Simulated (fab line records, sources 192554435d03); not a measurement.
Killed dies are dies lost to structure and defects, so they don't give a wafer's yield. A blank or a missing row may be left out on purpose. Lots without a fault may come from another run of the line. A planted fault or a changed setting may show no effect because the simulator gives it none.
fab line records | flow n5_finfet
record lots=4 wafers=12 last_day=17
route steps=1938 shown BEOL_M4@1099 BEOL_M5@1112 BEOL_M6@1204 BEOL_M15@1830 PASSIVATION@1936
lots that met no fault: from a run of the same line without faults
start_h: hours from the record's first day to the start of the lot's first wafer shown | wait_h: hours since the lot's step before | " the same as in the row above | L1.1+2: a row that stands for several wafers | - no value, or no start given | * or withheld: withheld | < > ~ a bound
route shown NAME@n: a module of which the file shows steps, and the number in the route of the first | usual: mean/standard deviation of fault-free wafers | same: alike in all rows | chamber/n: place in a boat | sites: the reading at each site | _std_site: their standard deviation | _edge_site: outer sites' mean less inner sites' | radius_mm: how far each site lies from the wafer's centre | mask NAME#n: copy n | behind: the tool/chamber that last shaped the wafer | hold: why the lot was held/for how many hours/how that ended | device: the transistor (n, p or np) that didn't switch | end of line: the same wafers' tests at the end of the route | a step without rows: its recipe alone | killed: dies lost to structure and defects at the first sort, not the wafer's yield | map: a wafer's dies, x killed, . not, _ none there
set.NAME: the setting as run; set.NAME@STEP: as run at that earlier step | model.NAME: the simulator's own value behind a step, which no gauge read
lots at some steps of the route; a table a step, a row a wafer
services: from which hour (start_h, from the record's first day; less than 0 if before it) a tool's chamber was out of use, for how many hours, and why
## steps
# step N5_BEOL_M4_ANNEAL_95
# recipe temp_c=400 time_s=240 ambient=vacuum
# step N5_BEOL_M4_SPUTTER_96
# recipe material=Cu target_thk_a=45 temp_c=-20 chamber_pressure_pa=0.07 power_w=withheld time_s=8.29
# step N5_BEOL_M4_ECD_50
# recipe material=Cu target_thk_a=3000
# step N5_BEOL_M4_ANNEAL_51
# recipe temp_c=225 time_s=90 ambient=N2
# step N5_BEOL_M4_CMP_52
# recipe stop_on=SiOC t_overpolish_s=6.8 down_force_psi=1 platen_rpm=50 clearing_platen_down_force_psi=1.5 clearing_platen_rpm=50 post_cmp_clean=cu_alkaline target_thk_nm=40 clearing_platen_pad_velocity_m_s=0.99484 pad_velocity_m_s=0.99484
# step N5_BEOL_M4_PRE_CLEAN_60
# recipe gas=NH3/H2 time_s=15 temp_c=* rf_power_w=300
# step N5_BEOL_M4_CO_CAP_55
# recipe material=Co target_thk_a=20 temp_c=200 precursor=CCTBA/H2 pressure_torr=30 time_s=102.1
# step N5_BEOL_M4_PRE_CLEAN_56
# recipe gas=NH3 time_s=15 temp_c=withheld rf_power_w=300
# step N5_BEOL_M4_DEP_57
# recipe material=SiCN target_thk_a=80 temp_c=withheld precursor=3MS/NH3 pressure_torr=3 rf_w=202 time_s=14
# step N5_BEOL_M4_RC_MEAS_101
# usual DIBL_N=36.2/1.4 DIBL_P=36.1/1.5 IOFF_N=0.153/0.02 IOFF_P=0.215/0.03 ION_N=672/8.6 ION_P=463/6.8 SS_N=71.5/0.47 SS_P=73.3/0.57 VT_N=250.6/2.4 VT_P=-249/3.2
# columns lot.wafer tool chamber start_h wait_h DIBL_N[mV/V] DIBL_P[mV/V] IOFF_N[nA/um] IOFF_P[nA/um] ION_N[uA/um] ION_P[uA/um] SS_N[mV/dec] SS_P[mV/dec] VT_N[mV] VT_P[mV]
L856.2 prober-01 0 221.48 0.2 34.3 34.7 0.138 0.226 668 469 71.3 72.8 252.9 -244
L856.3 " 0 " " 36.4 38.1 0.179 0.274 684 477 71.9 74.1 247.6 -244
L856.4 " 0 " " 37.2 38.4 0.186 0.291 683 476 72.1 73.5 247.1 -243
L869.1 prober-02 0 271.08 0.0 36.6 35.4 0.146 0.209 657 456 71.4 73.0 252.2 -252
L869.5 " 0 " " 37.6 36.8 0.165 0.233 665 456 71.5 73.4 251.9 -250
L869.6 " 0 " " 36.2 34.8 0.144 0.204 665 459 71.3 73.7 248.6 -251
L870.1 prober-02 0 286.65 0.0 34.9 35.0 0.122 0.182 658 455 71.6 72.9 254.1 -256
L870.2 " 0 " " 34.4 35.0 0.121 0.175 658 461 71.9 72.4 252.2 -252
L870.3 " 0 " " 35.4 35.5 0.130 0.185 666 460 71.5 72.8 251.6 -252
L871.2 prober-02 0 297.27 0.2 36.8 36.1 0.164 0.239 677 469 71.0 73.4 250.0 -250
L871.3 " 0 " " 37.4 37.5 0.182 0.253 680 470 71.2 73.8 247.1 -246
L871.6 " 0 " " 37.6 37.7 0.180 0.263 677 468 71.3 74.3 247.9 -248
# step N5_BEOL_M5_ILD_DEP_00
# recipe material=SiCOH_lowk target_thk_a=1406.4 temp_c=300 precursor=DEMS/porogen pressure_torr=5 rf_w=500 time_s=25.9
# step N5_BEOL_M5_CURE_79
# recipe temp_c=385 time_s=240 ambient=He/Ar material=SiCOH_lowk
# step N5_BEOL_M5_PECVD_70
# recipe material=SiO2 target_thk_a=160 temp_c=400 precursor=TEOS/O2 pressure_torr=5.5 rf_w=450 teos_flow_sccm=53.8 gas=O2 flow_sccm=3000 time_s=18
# step N5_BEOL_M5_HM_DEP_02
# recipe material=TiN target_thk_a=200 temp_c=25 chamber_pressure_pa=0.49996
# step N5_BEOL_M5_COAT_59
# recipe resist=SOC temp_c=250 time_s=60 spin_rpm=1500 resist_thk_nm=60
# step N5_BEOL_M5_COAT_60
# recipe resist=SiARC temp_c=220 time_s=60 spin_rpm=1500 resist_thk_nm=12
# step N5_BEOL_M5_COAT_71
# recipe resist=underlayer temp_c=205 time_s=60 spin_rpm=1500 resist_thk_nm=5
# step N5_BEOL_M5_COAT_05
# recipe resist=CAR-EUV spin_rpm=1500 resist_thk_nm=30
# step N5_BEOL_M5_EBR_07
# recipe solvent=PGMEA ebr_width_mm=1.5
# step N5_BEOL_M5_SOFTBAKE_06
# recipe temp_c=110 time_s=60 resist=CAR-EUV
# step N5_BEOL_M5_EXPOSE_08
# recipe mask_id=M5 na=0.33 source_shape=annular sigma_inner=0.4 sigma_outer=0.8 polarization=unpolarized target_cd_nm=28 dose_mj=35.75
# step N5_BEOL_M5_PEB_09
# recipe peb_temp_c=100 peb_time_s=60 resist=CAR-EUV
# step N5_BEOL_M5_DEVELOP_10
# recipe develop_time_s=30 developer=TMAH resist=CAR-EUV rinse_liquid=surfactant_rinse dry=air_spin dev_temp_c=23
# step N5_BEOL_M5_DESCUM_16
# recipe chemistry=O2 time_s=7 source_power_w=50 bias_power_w=20 pressure_mtorr=20 rf_frequency_hz=2.712e+07 temp_c=40 resist=CAR-EUV o2_flow_sccm=225
# step N5_BEOL_M5_ETCH_72
# recipe chemistry=N2/H2 target=underlayer target_depth_a=65 mask_material=CAR-EUV time_s=5.2 ion_energy_ev=200 pressure_mtorr=30 source_w=840 bias_w=150 n2_flow_sccm=200 h2_flow_sccm=200 ends=cleared
# step N5_BEOL_M5_ETCH_61
# recipe chemistry=CF4 target=SiARC target_depth_a=156 mask_material=CAR-EUV time_s=26 ion_energy_ev=80 pressure_mtorr=40 source_w=545 bias_w=36 Ar_flow_sccm=100 cf4_flow_sccm=100 ends=cleared
# step N5_BEOL_M5_ETCH_62
# recipe chemistry=N2/H2 target=SOC target_depth_a=750 overetch_a=150 mask_material=SiARC temp_c=40 time_s=112.5 ion_energy_ev=200 pressure_mtorr=30 source_w=840 bias_w=150 n2_flow_sccm=200 h2_flow_sccm=200
# step N5_BEOL_M5_STRIP_63
# recipe chemistry=N2/H2 temp_c=40 n2_flow_sccm=200 h2_flow_sccm=200 rf_frequency_hz=6e+07
# step N5_BEOL_M5_STRIP_73
# recipe chemistry=N2/H2 temp_c=40 n2_flow_sccm=200 h2_flow_sccm=200 rf_frequency_hz=6e+07
# step N5_BEOL_M5_STRIP_64
# recipe chemistry=CF4 resist=SiARC power_w=300 bias_power_w=75 pressure_mtorr=50 cf4_flow_sccm=150 rf_frequency_hz=6e+07
# step N5_BEOL_M5_HM_OPEN_17
# recipe chemistry=Cl2/BCl3 target_depth_a=200 overetch_a=60 target=TiN mask_material=SOC ion_energy_ev=150 pressure_mtorr=10 icp_w=1000 bias_w=126 Cl2_flow_sccm=53.25 bcl3_flow_sccm=21.75 Ar_flow_sccm=25
# step N5_BEOL_M5_STRIP_19
# recipe chemistry=O2 power_w=400 temp_c=40 pressure_mtorr=30 rf_frequency_hz=6e+07 bias_power_w=0 overash_fraction=0.2 o2_flow_sccm=225
# step N5_BEOL_M5_COAT_65
# recipe resist=SOC temp_c=250 time_s=60 spin_rpm=1500 resist_thk_nm=60
# step N5_BEOL_M5_COAT_66
# recipe resist=SiARC temp_c=220 time_s=60 spin_rpm=1500 resist_thk_nm=12
# step N5_BEOL_M6_EXPOSE_08
# recipe mask_id=M6 na=1.35 source_shape=dipole sigma_inner=0.817 sigma_outer=0.97 polarization=te dose_mj=68.25
# usual exposure_dose_mJ_cm2=68.7/0.59
# same dipole_opening_deg=35
# columns lot.wafer tool chamber start_h wait_h mask exposure_dose_mJ_cm2
L856.2 arfi_scanner-03 0 237.07 - M6#0 68.2
L856.3 " 0 " " M6#0 68.2
L856.4 " 0 " " M6#0 68.2
L869.1 arfi_scanner-03 0 285.64 - M6#0 77.9
L869.5 " 0 " " M6#0 77.9
L869.6 " 0 " " M6#0 78.0
L870.1 arfi_scanner-03 0 301.79 - M6#0 76.1
L870.2 " 0 " " M6#0 76.0
L870.3 " 0 " " M6#0 76.1
L871.2 arfi_scanner-02 0 310.34 - M6#0 68.2
L871.3 " 0 " " M6#0 68.3
L871.6 " 0 " " M6#0 68.3
# step N5_BEOL_M6_CD_MEAS_11
# recipe target_cd_nm=38.5 landing_energy_ev=500 detector=se_inlens polarity=opening
# usual cd_nm=38.5/0.45
# columns lot.wafer tool chamber start_h wait_h cd_nm
L856.2 cd_sem-03 0 237.19 - 37.7
L856.3 " 0 " " 37.4
L856.4 " 0 " " 37.9
L869.1 cd_sem-02 0 285.77 - 45.2
L869.5 " 0 " " 44.7
L869.6 " 0 " " 45.3
L870.1 cd_sem-02 0 301.92 - 44.0
L870.2 " 0 " " 43.9
L870.3 " 0 " " 44.1
L871.2 cd_sem-03 0 310.47 - 39.0
L871.3 " 0 " " 39.0
L871.6 " 0 " " 38.7
# step N5_BEOL_M6_ETCH_61
# recipe chemistry=CF4 target=SiARC target_depth_a=455 mask_material=CAR-ArF time_s=75.8 ion_energy_ev=80 pressure_mtorr=40 source_w=545 bias_w=36 Ar_flow_sccm=100 cf4_flow_sccm=100 ends=cleared
# usual drypump_motor_current_A=5.6/0.52 etch_rf_on_time_s=75.2/1.1 oes_product_au=0.71/0.066 rf_fwd_power_W=539.8/2.2 rf_vpp_V=184.4/1.1 showerhead_plenum_p_Torr=2.16/0.062 throttle_valve_pct=15.52/0.21
# columns lot.wafer tool chamber start_h wait_h drypump_motor_current_A etch_rf_on_time_s oes_product_au rf_fwd_power_W rf_hours_counter_h rf_vpp_V showerhead_plenum_p_Torr throttle_valve_pct model.BEOL_M6.cd_offset_nm
L856.2 rie_diel-03 3 237.31 0.0 4.9 74.8 0.61 539.5 202 183.3 2.12 15.78 -1
L856.3 " 2 " " 5.4 73.7 0.78 541.3 22 184.3 2.10 15.28 -1.2
L856.4 " 0 " " 6.0 75.1 0.71 536.1 91 185.4 2.24 15.48 -0.6
L869.1 rie_diel-02 1 286.05 0.0 4.9 75.8 0.66 539.5 124 184.6 2.15 15.47 6.4
L869.5 " 2 " " 5.5 76.0 0.74 540.0 - 183.4 2.10 15.40 6.6
L869.6 " 3 " " 4.7 75.5 0.61 539.1 - 184.2 2.11 15.75 6.4
L870.1 rie_diel-04 3 302.04 0.0 5.4 74.4 0.69 540.1 104 185.4 2.24 15.49 5.6
L870.2 " 1 " " 6.6 76.7 0.60 539.6 215 183.8 2.20 16.01 5.4
L870.3 " 2 " " 5.7 74.8 0.65 541.5 142 184.8 2.14 15.75 5.6
L871.2 rie_diel-04 3 310.60 0.0 5.4 75.3 0.69 536.2 106 185.3 2.24 15.50 0.4
L871.3 " 0 " " 5.8 74.8 0.75 537.4 50 182.4 2.09 15.53 0.4
L871.6 " 3 " " 5.4 74.2 0.69 537.6 - 184.4 2.24 15.51 0.2
# step N5_BEOL_M6_HM_OPEN_17
# recipe chemistry=Cl2/BCl3 target_depth_a=200 overetch_a=60 target=TiN mask_material=SOC ion_energy_ev=150 pressure_mtorr=10 icp_w=1000 bias_w=126 Cl2_flow_sccm=53.25 bcl3_flow_sccm=21.75 Ar_flow_sccm=25
# usual drypump_motor_current_A=5.2/0.58 oes_product_au=0.66/0.054 rf_fwd_power_W=994/3.6 throttle_valve_pct=22.16/0.19
# columns lot.wafer tool chamber start_h wait_h drypump_motor_current_A oes_product_au rf_fwd_power_W rf_hours_counter_h throttle_valve_pct model.BEOL_M6.cd_offset_nm
L856.2 rie_metal-03 1 237.68 0.2 4.7 0.66 1002 43 22.12 -1.2
L856.3 " 1 " " 4.7 0.66 999 - 22.11 -1.2
L856.4 " 0 " " 4.8 0.65 993 - 22.36 -0.6
L869.1 rie_metal-03 0 286.29 0.0 4.8 0.63 990 51 22.38 6.6
L869.5 " 0 " " 4.8 0.63 991 - 22.39 6.6
L869.6 " 1 " " 4.7 0.64 994 - 22.15 6.6
L870.1 rie_metal-03 1 302.28 0.0 4.7 0.63 992 53 22.15 5.6
L870.2 " 0 " " 4.8 0.64 989 52 22.38 5.4
L870.3 " 1 " " 4.7 0.64 996 - 22.14 5.6
L871.2 rie_metal-02 1 310.85 0.0 5.2 0.77 1000 6 22.01 0.6
L871.3 " 1 " " 5.3 0.77 995 - 22.03 0.6
L871.6 " 1 " " 5.2 0.76 996 - 22.02 0.4
# step N5_BEOL_M6_CD_MEAS_18
# recipe pitch_nm=80 target_cd_nm=40
# usual cd_nm=40.0/0.48
# columns lot.wafer tool chamber start_h wait_h cd_nm
L856.2 cd_sem-02 - 237.86 0.1 38.8
L856.3 " - " " 38.6
L856.4 " - " " 39.2
L869.1 cd_sem-03 - 286.47 0.0 46.1
L869.5 " - " " 46.8
L869.6 " - " " 47.0
L870.1 cd_sem-01 - 302.50 0.0 45.5
L870.2 " - " " 45.3
L870.3 " - " " 45.6
L871.2 cd_sem-01 - 311.03 0.1 40.7
L871.3 " - " " 40.4
L871.6 " - " " 40.3
# step N5_BEOL_M15_RC_MEAS_101
# usual COMB_M10=1.5e-11/3e-12 COMB_M11=1.49e-11/3e-12 COMB_M12=6.5e-12/1.5e-12 COMB_M13=5e-12/1.2e-12 COMB_M14=3.9e-12/7.4e-13 COMB_M15=2.6e-12/5.5e-13 COMB_M5=3.6e-11/7.7e-12 COMB_M7=2.5e-11/5.1e-12 COMB_M8=2.6e-11/6.6e-12 COMB_M8_max_site=3.7e-11/9.6e-12 COMB_M9=1.5e-11/3e-12 COMB_M9_max_site=2.1e-11/5e-12 SERP_M10=3.06/0.059 SERP_M11=3.10/0.063 SERP_M12=0.641/0.013 SERP_M12_max_site=0.653/0.013 SERP_M13=0.310/0.005 SERP_M14=0.1603/0.0025 SERP_M5=38.7/1.5 SERP_M6=13.7/0.46 SERP_M6_max_site=14.5/0.49 SERP_M7=13.9/0.39 SERP_M8=13.9/0.46 SERP_M9=3.08/0.067
# columns lot.wafer tool chamber start_h wait_h COMB_M10[S/m] COMB_M11[S/m] COMB_M12[S/m] COMB_M13[S/m] COMB_M14[S/m] COMB_M15[S/m] COMB_M5[S/m] COMB_M7[S/m] COMB_M8[S/m] COMB_M8_max_site[S/m] COMB_M9[S/m] COMB_M9_max_site[S/m] SERP_M10[ohm/um] SERP_M11[ohm/um] SERP_M12[ohm/um] SERP_M12_max_site[ohm/um] SERP_M13[ohm/um] SERP_M14[ohm/um] SERP_M5[ohm/um] SERP_M6[ohm/um] SERP_M6_max_site[ohm/um] SERP_M7[ohm/um] SERP_M8[ohm/um] SERP_M9[ohm/um]
L856.2 prober-01 0 311.77 0.2 1.4e-11 1.27e-11 6.2e-12 6e-12 3.7e-12 3.1e-12 3.1e-11 2e-11 2.8e-11 4.3e-11 1.3e-11 1.7e-11 2.96 3.15 0.628 0.636 0.317 0.1609 39.4 15.5 15.9 14.1 14.2 3.07
L856.3 " 0 " " 1.2e-11 1.65e-11 6.6e-12 4.2e-12 3.7e-12 1.7e-12 3.5e-11 2.6e-11 2.9e-11 4.6e-11 1.7e-11 2.1e-11 3.04 3.13 0.626 0.638 0.310 0.1627 41.4 14.9 15.5 13.2 14.2 3.04
L856.4 " 0 " " 1.4e-11 1.38e-11 5.3e-12 6.4e-12 3.8e-12 2.9e-12 2.9e-11 2.2e-11 4.1e-11 5.7e-11 1.1e-11 1.6e-11 2.93 3.10 0.646 0.655 0.318 0.1601 38.9 14.1 15.0 13.7 14.2 2.99
L869.1 prober-01 0 357.98 0.1 2e-11 1.57e-11 4.7e-12 5.2e-12 3.6e-12 2.2e-12 3.5e-11 2.1e-11 2.1e-11 2.5e-11 1.8e-11 2.2e-11 3.13 3.02 0.669 0.679 0.303 0.1601 38.8 10.2 11.6 14.0 13.5 3.17
L869.5 " 0 " " 1.6e-11 1.38e-11 5.4e-12 4.9e-12 2.6e-12 1.7e-12 3.2e-11 1.9e-11 3.1e-11 4.4e-11 1.3e-11 1.4e-11 3.05 3.09 0.636 0.643 0.310 0.1590 37.8 10.2 10.8 13.6 13.4 3.13
L869.6 " 0 " " 1.3e-11 1.13e-11 7.8e-12 3.2e-12 2.4e-12 2.5e-12 4.9e-11 2.3e-11 2.6e-11 3.6e-11 1e-11 1.6e-11 3.09 3.00 0.655 0.663 0.305 0.1620 35.6 10.4 11.3 14.0 13.5 3.13
L870.1 prober-01 0 373.71 0.0 1.1e-11 1.58e-11 9.3e-12 4.5e-12 4.1e-12 3.9e-12 2.3e-11 2.6e-11 3.2e-11 4.4e-11 1.2e-11 1.6e-11 3.07 3.06 0.636 0.654 0.312 0.1651 39.5 11.2 11.9 13.8 14.4 2.98
L870.2 " 0 " " 1.8e-11 1.95e-11 7.4e-12 5.5e-12 3.1e-12 2.6e-12 4.4e-11 2.7e-11 2.5e-11 3.1e-11 1.4e-11 2.1e-11 3.05 3.14 0.636 0.653 0.300 0.1617 38.3 11.1 11.3 14.5 13.8 3.17
L870.3 " 0 " " 1.1e-11 1.45e-11 8.1e-12 4.3e-12 4.3e-12 3.1e-12 4.3e-11 3e-11 2.8e-11 2.9e-11 1.8e-11 2.4e-11 3.18 3.18 0.642 0.651 0.313 0.1646 37.7 10.9 11.5 13.3 14.3 3.11
L871.2 prober-01 0 380.90 0.2 1.5e-11 1.03e-11 7.5e-12 5.9e-12 4.5e-12 4.3e-12 4e-11 2.1e-11 2.1e-11 3.1e-11 1.5e-11 1.9e-11 3.05 3.08 0.649 0.676 0.315 0.1597 36.7 13.7 14.1 13.8 14.0 3.07
L871.3 " 0 " " 1.5e-11 1.1e-11 5.1e-12 3.8e-12 3.2e-12 3.4e-12 3.6e-11 2.6e-11 1.7e-11 2.7e-11 1.7e-11 2.1e-11 3.09 3.17 0.636 0.645 0.308 0.1659 36.6 13.9 14.6 14.3 13.8 3.13
L871.6 " 0 " " 1.9e-11 1.56e-11 5.8e-12 6.1e-12 3.7e-12 2.5e-12 3.6e-11 2.5e-11 2.5e-11 4.1e-11 1.2e-11 1.6e-11 3.07 3.05 0.637 0.647 0.307 0.1572 38.6 13.3 14.1 14.3 14.1 3.08
# sites SERP_M6 radius_mm=0,75,75,75,75,140,140,140,140
L856.2 15.9 15.9 15.6 15.5 15.8 14.8 15.1 15.1 14.5
L869.1 9.7 9.9 10.2 10.2 9.9 11.4 11.1 11.6 10.7
L870.1 10.7 11.0 10.9 11.2 10.9 11.9 11.2 11.9 11.4
L871.2 13.0 13.6 13.2 13.7 13.2 14.1 13.9 14.1 13.7
# step N5_PASSIVATION_PROBE_49
# usual defect_limited_yield=91.3/1.3 killed_at_M0_to_M3=35/13 killed_at_M4_up=13/5.2 killed_at_contacts=12/6.2 killed_at_front_end=39/9.6 killed_at_other=3.1/2.6 killed_dies=102/16 killed_open=68/13 killed_short=33/6.9 sort_bin_5_function=5.1/0.87 sort_bin_6_memory=3.3/0.67 sort_n_pass=1078/16 sort_yield_pct=91.3/1.3
# same gross_dies=1180 killed_at_back_side=0 sort_bin_4_leakage[%]=0 sort_bin_8_speed[%]=0
# columns lot.wafer tool chamber start_h wait_h defect_limited_yield[%] killed_at_M0_to_M3 killed_at_M4_up killed_at_contacts killed_at_front_end killed_at_other killed_dies killed_open killed_short sort_bin_5_function[%] sort_bin_6_memory[%] sort_n_pass sort_yield_pct[%]
L869.1 prober-02 - 374.72 0.0 50.2 51 499 18 19 1 588 65 32 5.7 2.6 592 50.2
L869.5 prober-02 - 374.92 0.2 46.9 34 505 14 67 6 626 88 39 6.7 3.9 554 46.9
L869.6 prober-02 - 374.97 0.3 49.4 26 487 24 57 3 597 90 27 5.4 4.2 583 49.4
L870.1 prober-01 - 388.53 0.0 77.1 22 197 16 28 7 270 56 26 4.0 2.8 910 77.1
L870.2 prober-01 - 388.58 0.1 81.3 30 148 17 23 3 221 54 33 3.4 3.9 959 81.3
L870.3 prober-01 - 388.63 0.1 75.6 26 203 12 39 8 288 61 31 4.6 3.0 892 75.6
L871.2 prober-01 - 396.22 0.1 92.3 34 12 7 35 3 91 52 34 4.1 3.2 1089 92.3
L871.3 prober-01 - 396.27 0.1 90.3 29 17 13 54 2 115 74 41 6.3 3.1 1065 90.3
L871.6 prober-01 - 396.42 0.3 92.3 31 10 5 42 3 91 64 27 4.2 3.5 1089 92.3
# killed by level:class
L869.1 BEOL_M6:area_expose=489 MOL_CONTACT_COAG:geometric_particle:open=15 BEOL_M1:geometric_particle:open=14 BEOL_M2:geometric_particle:open=10 DUMMY_GATE:geometric_particle:open=5 BEOL_M0_SAQP:geometric_particle:short=5 BEOL_M4:geometric_particle:short=5 BEOL_M0:geometric_particle:open=4
L869.5 BEOL_M6:area_expose=494 FIN_SAQP:geometric_particle:open=18 STI_FIN_REVEAL:geometric_particle:open=17 MOL_CONTACT_COAG:geometric_particle:open=11 FIN_SAQP:geometric_particle:short=9 BEOL_M2:geometric_particle:open=9 BEOL_M1:geometric_particle:open=7 STI_FIN_REVEAL:geometric_particle:short=5
L869.6 BEOL_M6:area_expose=480 FIN_SAQP:geometric_particle:open=24 MOL_CONTACT_COAG:geometric_particle:open=18 STI_FIN_REVEAL:geometric_particle:open=10 FIN_SAQP:geometric_particle:short=7 MOL_CONTACT_COAG:geometric_particle:short=6 BEOL_M0_SAQP:geometric_particle:open=6 BEOL_M1:geometric_particle:open=6
L870.1 BEOL_M6:area_expose=188 MOL_CONTACT_COAG:geometric_particle:short=9 FIN_SAQP:geometric_particle:open=8 BEOL_M3:geometric_particle:open=8 MOL_CONTACT_COAG:geometric_particle:open=7 STI_FIN_REVEAL:geometric_particle:open=5 BEOL_M4:geometric_particle:open=5 BEOL_M0_SAQP:geometric_particle:open=4
L870.2 BEOL_M6:area_expose=134 MOL_CONTACT_COAG:geometric_particle:open=12 STI_FIN_REVEAL:geometric_particle:open=7 BEOL_M0_SAQP:geometric_particle:short=7 BEOL_M3:geometric_particle:short=6 MOL_CONTACT_COAG:geometric_particle:short=5 BEOL_M0_SAQP:geometric_particle:open=5 BEOL_M1:geometric_particle:open=5
L870.3 BEOL_M6:area_expose=189 MOL_CONTACT_COAG:geometric_particle:open=9 GATE_CUT:geometric_particle:short=7 HKMG_FIN:area_etch=7 STI_FIN_REVEAL:geometric_particle:open=6 FIN_SAQP:geometric_particle:open=5 BEOL_M0_SAQP:geometric_particle:open=5 BEOL_M0_SAQP:geometric_particle:short=5
L871.2 BEOL_M0_SAQP:geometric_particle:open=9 FIN_SAQP:geometric_particle:open=8 GATE_CUT:geometric_particle:short=8 BEOL_M0_SAQP:geometric_particle:short=8 FIN_SAQP:geometric_particle:short=7 BEOL_M2:geometric_particle:open=7 BEOL_M4:geometric_particle:open=5 GATE_CUT:geometric_particle:open=4
L871.3 FIN_SAQP:geometric_particle:open=20 FIN_SAQP:geometric_particle:short=11 BEOL_M0_SAQP:geometric_particle:short=11 MOL_CONTACT_COAG:geometric_particle:open=10 BEOL_M3:geometric_particle:open=6 STI_FIN_REVEAL:geometric_particle:open=5 BEOL_M2:geometric_particle:open=5 BEOL_M8:geometric_particle:open=5
L871.6 FIN_SAQP:geometric_particle:open=16 BEOL_M0_SAQP:geometric_particle:open=10 FIN_SAQP:geometric_particle:short=7 BEOL_M0_SAQP:geometric_particle:short=6 MOL_CONTACT_COAG:geometric_particle:open=5 BEOL_M0:geometric_particle:open=5 BEOL_M2:geometric_particle:open=5 STI_FIN_REVEAL:geometric_particle:open=4
# map L869.5 (x killed, . not)
_________________............________________
______________..xx.............._____________
___________.......x...x.x.x..xx....__________
__________.x..................x....._________
________..x..xx.xx......xx............_______
_______x.....x....xx.x..xx.........x...______
______...........x.x.x...xx.x..x........_____
_____..xx....x....xx.xx...x...x...x..x...____
____..xx..x...xxxxxxxxxx..xx..xx...x..x...___
___.......x.x...x.xxxxx....x.x..xx.........__
___.xxx.x..x.x..xxx.xxxxx..xx.xx.x...x..xx.__
__...xx......xxxx.x.xxxxxxx....xxxxxx......._
__.x...x.....xxxxxxx.xxxx.xxxxxxxxxxxxx....x_
_.....xx..x.x.xx.xxx.xxxxxx..x.xx...xxx.x....
_.x....xx.xx.x.xxxxxxxxxxxxxx.xx.x.xxx.......
_x..xx....x.x.xxxx.x.xxxxxxx.xxxx.xx.x.xx...x
_x...x.xxxxxxxxxxx.xxxxx.xxxxxx.xxxxxxxxx...x
_...x..xx.xxxxxxxxx..xx.xxxxxx.xx.xx...xxxx..
_....xxxxxxxxxxxxx.xxxxxxxxxxxx.xxxx.x.xx.x..
_....x.xxxxxxxxx..xxxxxxx.xxxxxxxx.xxxx......
_.......xxxxx..xxxx.xxxxxxxxxxxx..xxx....x...
__...xx..xxxxxxxxxxxxxxxxxxxxxxxx.x.xx.x.x.._
__...x.x...xxxxxxxx.xxxx.xxxx.xxxx.xxxx..x.x_
___.x..xxx.xxx.xxx.x..xxxxxxxxx.x.x.x.x....__
___....xxx.xx.xxxxx.xxxx.xxxxx..xx.x.x.....__
____..xxx.xxxxxxxx.xxxxxxx.xxxxxxxxx.x.x..___
_____...x..xxxxxxx.xxx.xx.xxxxxxx...xx.x.____
______xx.x.xxxxxxxx.x.xxx.xxxx.xxx....xx_____
_______xx.xxxxxxxxxxxx.xxx.xxx..xxxx..x______
________xxx......x..xxx.xxx.x..x...x.._______
__________..x.xxxxx.xxx.xx.xxx.xx..x_________
___________.x....x.x..x.x....x....x__________
______________....xxx.xxxxx.xx.._____________
_________________x..x...x..xx________________
# map L870.3 (x killed, . not)
_________________............________________
______________.................._____________
___________........................__________
__________..........x..............x_________
________.......x........x...x........._______
_______...x.............x..............______
______..x...........x..................._____
_____.x.x...x.......x....x......x.......x____
____..............x.......x..x............___
___.............x...xx..x...x.............x__
___.......x..x..x..x.....x..x...........x..__
__............xxxxxx...xx...xxx......x..x..._
__.x..x...xx......xxx.xx....x...xx...x......_
_........x..x....x..xxx.xxx..x.x.....x...x...
_..............xxx..xxx....x..x.........x....
_......x.x..xxxx.x..xxxxx.x...x.........x....
_.............x.xxx.xxx....x..xx...x.........
_......xx.x..x.xx.xxxxxxxxx.....xx...........
_........x....xxx.....xxx..x..xx.x.........xx
_..........x.x.x....x.xxxx..x.x...x.x..xx....
_....x...x...xx...xx..xxxxxxxx.....x.x.......
__......xxx.x.x...x.xxxxx.......xx..x...x..._
__....x..xx.x.x...xxxxx.x.xxxxx.x.....x....._
___....x.x.x...x.x..x....xxxxx...x......x..__
___........xx..xx.x...x.x..xx.....x....x...__
____.....x....x..x..xx.....x....x.........___
_____...x.......x.xxx..xxxxxxx...........____
______.....xx...x.xx...x.......x.....x.._____
_______....x..x...x.x.xxxxxx...xx..x...______
________...x......xx..x.xx.x...xx..x.._______
__________...x.x..xx.......x....x.x._________
___________..xx.....x..........x...__________
______________...x....x...x....._____________
_________________....x.......________________
## services
# columns tool chamber start_h hours kind
rie_metal-02 1 213.41 - clean
rie_metal-02 1 213.41 19.4 scheduled_down
rie_metal-02 1 213.41 19.4 vent_cycle
rie_diel-02 - 215.16 4.3 pm
rie_diel-02 2 225.53 14.6 repair
arfi_scanner-02 - 228.41 3.9 pm
arfi_scanner-03 - 231.56 1.5 pm
arfi_scanner-03 - 237.15 1.3 pm
rie_metal-02 0 246.38 7.4 repair
arfi_scanner-03 - 252.54 3.1 pm
rie_metal-02 - 261.59 17.4 repair
rie_metal-03 0 263.45 13.8 repair
rie_metal-03 - 269.27 1.2 repair
rie_diel-04 1 288.71 11.0 repair
rie_diel-04 - 298.50 2.8 pm
arfi_scanner-03 0 300.85 - calibration
rie_diel-03 3 301.67 7.3 repair
## key
first_sign step=N5_BEOL_M6_EXPOSE_08 reading=exposure_dose_mJ_cm2 direction=up sigmas=14 usual=68.7 struck=77.0
effect step=N5_BEOL_M6_CD_MEAS_11 reading=cd_nm direction=up sigmas=14 usual=38.5 struck=44.5 through=control_loop
effect step=N5_BEOL_M6_CD_MEAS_18 reading=cd_nm direction=up sigmas=13 usual=40.0 struck=46.1 through=control_loop
effect step=N5_BEOL_M15_RC_MEAS_101 reading=SERP_M6 direction=down sigmas=6.7 usual=13.7 struck=10.7
effect step=N5_PASSIVATION_PROBE_49 reading=killed_at_M4_up direction=up sigmas=63 usual=13 struck=340
model_effect step=N5_BEOL_M6_ETCH_61 value=BEOL_M6.cd_offset_nm without=-0.2333 struck=6
model_effect step=N5_BEOL_M6_HM_OPEN_17 value=BEOL_M6.cd_offset_nm without=-0.1667 struck=6.067
more_kills_born_at N5_BEOL_M6_EXPOSE_08@arfi_scanner-03=1974
met_at N5_BEOL_M6_EXPOSE_08
struck_wafers L869.1,L869.5,L869.6,L870.1,L870.2,L870.3
loop_trim step=N5_BEOL_M6_EXPOSE_08 setting=dose lots=L870
onset_between 237.07 285.64
fault kind=process_parameter_drift tool=arfi_scanner-03 chamber=- onset_h=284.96 steps=N5_BEOL_M6_EXPOSE_08 channel=dose_mj offset=9.7635 shape=step acts_in=these_recipes_only stated=68.25
# loop_trim: a control loop set the setting to another value than it would have without faults
